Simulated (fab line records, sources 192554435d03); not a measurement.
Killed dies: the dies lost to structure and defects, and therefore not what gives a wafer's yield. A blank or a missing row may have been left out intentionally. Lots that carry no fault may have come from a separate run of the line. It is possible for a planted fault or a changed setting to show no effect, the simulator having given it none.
Chamber matching -- flow n5Finfet -- rieDiel-03 running N5_MOL_CONTACT_COAG_ETCH_105: 3 sister chambers
The step etches SiARC in CF4, target depth 15.6 nm, time 26 s. 6 wafers are shown with their chamber, then 6 later ones without.

== WAFERS PAIRED WITH THEIR CHAMBERS ==
wafer,chamber,showerheadPlenumPTorr (Torr),throttleValvePct (%)
L087.1,3,2.07,15.22
L089.2,3,2.06,15.23
L089.4,0,2.23,15.53
L089.5,1,2.16,15.34
L090.2,0,2.23,15.54
L090.3,1,2.16,15.37

== WAFERS WHOSE CHAMBER IS MISSING ==
wafer,showerheadPlenumPTorr (Torr),throttleValvePct (%)
L090.6,2.23,15.55
L093.1,2.15,15.39
L093.2,2.23,15.56
L093.5,2.23,15.56
L097.4,2.22,15.58
L097.5,2.15,15.42

== WHICH CHAMBER EACH ONE RAN IN ==
wafer,from the rows above,in truth
L090.6,0,0
L093.1,1,1
L093.2,0,0
L093.5,0,0
L097.4,0,0
L097.5,1,1
Correct placement for 6 of the 6. Number that these rows cannot place: 0. 0 placed wrongly.
How it was worked out, from the rows above alone: a wafer's distance from a chamber is the root of the sum, over the readings, of the square of ((its reading less the chamber's mean) divided by the reading's scatter). The wafer belongs to the nearest chamber; if the next one is less than 2 further off, it can't be placed. The mean given for a chamber averages the wafers shown for that chamber. The scatter: the root of (the sum of the squares of (reading less its chamber's mean) over the shown wafers, divided by (wafers less chambers)).
